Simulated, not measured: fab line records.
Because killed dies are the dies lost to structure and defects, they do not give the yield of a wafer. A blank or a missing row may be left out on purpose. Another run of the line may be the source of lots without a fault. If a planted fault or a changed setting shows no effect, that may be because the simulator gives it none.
Comparing a struck lot with a sound one / flow n5-finfet / 15 steps out of a route of 1938
Sound: wafers L234.1, L234.4, L234.5. Struck: wafers L250.2, L250.6. (L250.3 of the same lot was not struck and is left out.) The cause comes at the end.
Order at every step that has rows: each side's tool, ch and its chambers, its first start. Under that, the readings that differ: sound wafers / struck wafers / difference of the means / sigmas: that difference in standard deviations of wafers without a fault.
alike: a reading whose means differ by less than 2 such deviations, as well as words and numbers matching on both sides. not compared: withheld readings; readings where some wafer has no value; bounds like >300 that might hide an equal value; numbers whose values overlap and for which the record gives no deviation.
The two part at a step that has a row with sigmas, a row that says differs or no value, or rows on one side only. When numbers do not overlap yet have no deviation, they are printed without sigmas and do not part them. A reading missing from all wafers of one side parts the sides only when that side holds two or more wafers.

first, 1 step without rows for these wafers: N5_BEOL_M10_STRIP_77 (strips in N2/H2, time 10 s).
N5_BEOL_M10_OCD_MEAS_38:
  sound on ocd-01, day 10 02:01; struck on ocd-01, day 14 10:01
  alike: trench-depth-nm
then, 4 steps without rows for these wafers: N5_BEOL_M10_HM_STRIP_39 (strips TiN in peroxide tin strip, target depth 25 nm, time 158 s); N5_BEOL_M10_SRD_40 (time 30 s); N5_BEOL_M10_PRECLEAN_42 (cleans in residue remover, time 60 s); N5_BEOL_M10_SRD_43 (time 30 s).
N5_BEOL_M10_CD_MEAS_35 targets a cd of 70 nm.
  sound on cd-sem-03, day 10 02:10; struck on cd-sem-03, day 14 10:10
  alike: cd-nm
N5_BEOL_M10_CURE_72: cures SiCOH lowk, time 120 s.
  sound on uv-cure-01 ch 2, day 10 02:12; struck on uv-cure-03 ch 2, day 14 10:16
  alike: lamp-power-pct, wafer_temp_C_max
N5_BEOL_M10_DEGAS_44: time 60 s.
  sound on pvd-sputter-02, day 10 02:44; struck on pvd-sputter-01, day 14 10:48
  alike: heater-power-w
N5_BEOL_M10_PRE_CLEAN_45: time 30 s.
  sound on pvd-sputter-02, day 10 02:46; struck on pvd-sputter-01, day 14 10:50
  alike: heater-power-w
N5_BEOL_M10_ALD_74: deposits TaN, target thk 2 nm, pulse time 2 s, purge time 3 s.
  sound on ald-metal-01 ch 0,1,2, day 10 02:50; struck on ald-metal-04 ch 1,2, day 14 10:58
  alike: heater-power-w, precursor-vessel-pressure-torr
next, for these wafers, 1 step has no rows: N5_BEOL_M10_SURFACE_TREAT_76.
N5_BEOL_M10_CVD_75: deposits Co from CCTBA/H2, target thk 2 nm, time 138.9 s.
  sound on cvd-co-02 ch 0,1, day 10 03:28; struck on cvd-co-01 ch 1, day 14 11:25
reading=run-length-s (s); sound=162.1 161.1 161.7; struck=229.6 229.4; difference=+67.9; sigmas=+99 or more
N5_BEOL_M10_SPUTTER_48: material Cu, target thk 12 nm, time 2 s.
  sound on pvd-sputter-02, day 10 03:46; struck on pvd-sputter-03, day 14 11:37
  alike: bias-v, throttle-valve-pct
N5_PASSIVATION_PROBE_49:
  sound on prober-02, day 11 23:28; struck on prober-01, day 16 08:19
reading=defect-limited-yield (%); sound=91.1 91.7 88.7; struck=93.1 93.9; difference=+3.0; sigmas=+2
reading=killed-dies; sound=105 98 133; struck=82 72; difference=-35; sigmas=-2
reading=killed-short; sound=34 33 53; struck=19 17; difference=-22; sigmas=-3
reading=sort_bin_5_function (%); sound=5.7 5.0 6.9; struck=3.7 3.9; difference=-2.1; sigmas=-2
reading=sort-n-pass; sound=1075 1082 1047; struck=1098 1108; difference=+35; sigmas=+2
reading=sort-yield-pct (%); sound=91.1 91.7 88.7; struck=93.1 93.9; difference=+3.0; sigmas=+2
  alike: killed_at_M0_to_M3, killed_at_M4_up, killed-at-contacts, killed-at-front-end, killed-at-other, killed-open, sort_bin_6_memory

WHERE THEY PART
Earliest at N5_BEOL_M10_CVD_75; latest, in this record, at N5_PASSIVATION_PROBE_49.

WHY: what had been put in by the simulator
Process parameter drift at N5_BEOL_M10_CVD_75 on cvd-co-01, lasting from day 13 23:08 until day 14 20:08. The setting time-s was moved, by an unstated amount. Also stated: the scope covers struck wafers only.
